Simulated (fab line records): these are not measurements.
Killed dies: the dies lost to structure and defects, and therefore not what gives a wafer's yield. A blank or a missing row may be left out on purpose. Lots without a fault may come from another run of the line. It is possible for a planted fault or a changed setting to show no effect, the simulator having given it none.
Chamber matching / flow n5_finfet / N5_BEOL_M9_ALD_74 on ald_metal-04 has 4 sister chambers
The step deposits TaN, target thk 2 nm, pulse time 2 s, purge time 3 s. 4 wafers are shown with their chamber, then 11 later ones without.

## WAFERS, EACH WITH ITS CHAMBER
wafer=L086.1; chamber=3; heater_power_w (W)=361
wafer=L093.1; chamber=0; heater_power_w (W)=501
wafer=L093.5; chamber=1; heater_power_w (W)=495
wafer=L094.2; chamber=2; heater_power_w (W)=419

## WAFERS WITH NO CHAMBER GIVEN
wafer=L094.4; heater_power_w (W)=507
wafer=L094.6; heater_power_w (W)=425
wafer=L095.1; heater_power_w (W)=355
wafer=L095.3; heater_power_w (W)=489
wafer=L095.5; heater_power_w (W)=410
wafer=L096.2; heater_power_w (W)=426
wafer=L096.4; heater_power_w (W)=505
wafer=L096.6; heater_power_w (W)=485
wafer=L097.2; heater_power_w (W)=415
wafer=L097.3; heater_power_w (W)=350
wafer=L097.4; heater_power_w (W)=507

## EACH ONE'S CHAMBER
wafer=L094.4; from the rows above=can't be placed: 0 or 1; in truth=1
wafer=L094.6; from the rows above=2; in truth=2
wafer=L095.1; from the rows above=3; in truth=3
wafer=L095.3; from the rows above=can't be placed: 1 or 0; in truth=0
wafer=L095.5; from the rows above=2; in truth=2
wafer=L096.2; from the rows above=2; in truth=2
wafer=L096.4; from the rows above=can't be placed: 0 or 1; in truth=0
wafer=L096.6; from the rows above=can't be placed: 1 or 0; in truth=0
wafer=L097.2; from the rows above=2; in truth=2
wafer=L097.3; from the rows above=3; in truth=3
wafer=L097.4; from the rows above=can't be placed: 0 or 1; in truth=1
Correct placement for 6 of the 11. Can't be placed from these rows: 5 (the true chamber is among the candidates in 5). Placed wrongly: 0.
How it was worked out, from the rows above alone: a wafer's distance from a chamber is the root of the sum, over the readings, of the square of ((its reading less the chamber's mean) divided by the reading's scatter). The wafer belongs to the nearest chamber; if the next one is less than 2 further off, it can't be placed. For every chamber, the mean is computed from those of its wafers that are shown. The scatter: with one shown wafer a chamber, the root of the mean of the squares of how far each hidden wafer lies from its nearest shown one.
